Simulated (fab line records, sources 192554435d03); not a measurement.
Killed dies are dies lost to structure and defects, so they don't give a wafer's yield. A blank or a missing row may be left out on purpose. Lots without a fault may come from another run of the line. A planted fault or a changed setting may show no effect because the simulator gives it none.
Problem report in the 8D (eight disciplines) form, filled by code | flow n5_finfet | the parts of the form that need people (team, actions taken, sign-off) are left out

1. THE PROBLEM
spin_speed_rpm at N5_FIN_CUT_COAT_29 reads a mean of 1553.1 rpm on 6 wafers of 2 lots; wafers without a fault read 1499.9 rpm with a standard deviation of 1.1. That is +48 standard deviations from the usual mean.
The step: time 60 s, resist thk 10 nm.
First seen on wafer L554.1, day 5 21:15, on litho_track-02. The record holds 36 wafers of 12 lots with a number at this step. Rule for "out", or "out of limits": more than 4 standard deviations from the usual mean. The other wafers with a number count as sound.

2. WHAT IT IS AND WHAT IT IS NOT
question                    | is                     | is not
which readings at this step | spin_speed_rpm         | -
which lots                  | L554, L556             | L539, L540, L541, L544, L547, L548, L549, L550, L553, L558
which wafers of those lots  | all that have a number | -
read on which tools         | litho_track-02         | litho_track-01, litho_track-04
when                        | from day 5 21:15       | up to then (27 sound wafers); but 3 sound wafers of L558 came after

3. SUSPECTS, AND WHAT RULES EACH OUT
Counting: a tool at a process step up to the reading stays a suspect if it ran every lot that is out and no sound lot after the first of them.
- vapor_etch-02 at N5_FIN_SAQP_RECESS_63 (chemistry HF/NH3, target SiO2, target depth 18 nm, afs cycles 3, sublimation time 60 s): ruled out as a lasting fault. Sound lots L558 ran on it after its first lot that is out, L554 (day 5 19:21).
- litho_track-02 at N5_FIN_CUT_COAT_29 (time 60 s, resist thk 10 nm): kept. It ran every lot that is out, first L554 (day 5 21:15), and no sound lot after that; its last sound lot up to then is L550 (day 4 20:19). Its own readings are out on those wafers: spin_speed_rpm.
Left after counting: litho_track-02 at N5_FIN_CUT_COAT_29.

4. THE CAUSE (what the simulator had put in)
Process parameter drift: litho_track-02, from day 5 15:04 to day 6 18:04, at N5_FIN_CUT_COAT_29. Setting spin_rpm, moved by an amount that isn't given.
Counting left only this tool.

5. THE CHAIN OF EFFECTS, in route order
Each row: a reading whose mean over the struck wafers that have a number lies more than 3 standard deviations from the usual. Only readings for which the record gives a usual standard deviation are gone through. hours: the time from each lot's start at the first step in this table that gives one to its start at this step, as a median over the lots. sigmas: the change in usual standard deviations.
hours | step               | reading        | usual      | on struck wafers | change | sigmas
0     | N5_FIN_CUT_COAT_29 | spin_speed_rpm | 1499.9 rpm | 1553.1           | +53.2  | +48
The process steps in it:
- N5_FIN_CUT_COAT_29: time 60 s, resist thk 10 nm.

6. WHAT WOULD HAVE CAUGHT IT SOONER
In this record the first reading out of limits was taken at day 5 21:15, 6 hours after the fault began at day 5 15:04.
